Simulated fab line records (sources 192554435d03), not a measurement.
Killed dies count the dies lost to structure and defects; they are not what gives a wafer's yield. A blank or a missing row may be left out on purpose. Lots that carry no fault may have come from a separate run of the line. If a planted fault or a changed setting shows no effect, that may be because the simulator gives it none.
8D (eight disciplines) problem report, filled in by code	flow n5_finfet	the parts of the form that need people (team, actions taken, sign-off) are left out

1. THE ISSUE
N5_BEOL_M3_COAT_61, run_length_s: mean 88.59 s over 1 wafer from 1 lot; wafers with no fault: 66.29 s, standard deviation 0.17. That is +99 or more standard deviations from the usual mean.
The step: time 60 s, resist thk 60 nm.
The first sign was on wafer L723.4 at day 10 20:59, on litho_track-02. At this step, 29 wafers from 10 lots have a number in the record. The rule behind "out" and "out of limits": a value lying over 4 standard deviations away from the usual mean. The rest of the wafers with a number are treated as sound.

2. WHAT IT IS AND WHAT IT IS NOT
question	is	is not
which readings at this step	run_length_s	exhaust_pa, heater_power_total_W
which lots	L723	L711, L712, L716, L718, L725, L727, L729, L731, L732
which wafers of those lots	L723.4	L723.5, L723.6
read on which tools	litho_track-02	litho_track-01, litho_track-05
when	from day 10 20:59	up to then (17 sound wafers); but 11 sound wafers of L727, L729, L731, L732 came after

3. SUSPECTS, AND WHAT RULES EACH OUT
Counting: any tool at a process step up to the reading remains a suspect provided it ran every lot that is out. Sound lots after the first of them don't rule it out here, since some wafers of a struck lot are sound.
- cvd_co-01 at N5_BEOL_M2_CO_CAP_55 (material Co, precursor CCTBA/H2, target thk 2 nm, time 102.1 s): kept. It ran the lot that is out, L723 (day 10 19:52); its last sound lot up to then is L718 (day 9 02:16).
- pecvd-03 at N5_BEOL_M3_ILD_DEP_00 (deposits SiOC from DEMS/O2, target thk 79 nm, time 15.3 s): kept. It ran the lot that is out, L723 (day 10 20:05); its last sound lot up to then is L725 (day 10 19:50).
- litho_track-02 at N5_BEOL_M3_COAT_61 (time 60 s, resist thk 60 nm): kept. It ran the lot that is out, L723 (day 10 20:59); its last sound lot up to then is L718 (day 9 03:23). Its own run_length_s readings are out on those wafers.
- In cvd_co-01 at N5_BEOL_M2_CO_CAP_55, the wafers that are out were processed in chamber 2 and their sound lot-mates in chambers 0, 1.
- In pecvd-03 at N5_BEOL_M3_ILD_DEP_00, the wafers that are out were processed in chamber 2 and their sound lot-mates in chambers 0, 1.
After the count, these remain: cvd_co-01 at N5_BEOL_M2_CO_CAP_55, pecvd-03 at N5_BEOL_M3_ILD_DEP_00 and litho_track-02 at N5_BEOL_M3_COAT_61.

4. THE CAUSE (what the simulator had put in)
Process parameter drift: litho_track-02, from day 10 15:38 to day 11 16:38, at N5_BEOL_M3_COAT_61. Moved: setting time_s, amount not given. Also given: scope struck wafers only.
3 suspects survive the count, and this tool is in that group.

5. THE CHAIN OF EFFECTS, in route order
One row per reading whose mean, taken over the struck wafers that have a number, lies over 3 standard deviations from the usual. Only readings for which the record gives a usual standard deviation are gone through. hours: the time from each lot's start at the first step in this table that gives one to its start at this step, as a median over the lots. sigmas: the change in usual standard deviations.
hours	step	reading	usual	on struck wafers	change	sigmas
0	N5_BEOL_M3_COAT_61	run_length_s	66.29 s	88.59	+22.30	+99 or more
The process steps in it:
- N5_BEOL_M3_COAT_61: time 60 s, resist thk 60 nm.
At these later measuring or inspecting steps, every struck wafer for which the step has a row has a number for every such reading, and none has moved that far: N5_BEOL_M3_OVL_MEAS_12, N5_BEOL_M4_RC_MEAS_101.

6. HOW IT WOULD HAVE BEEN CAUGHT EARLIER
5 hours passed between the start of the fault at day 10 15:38 and the first reading out of limits in this record, taken at day 10 20:59.
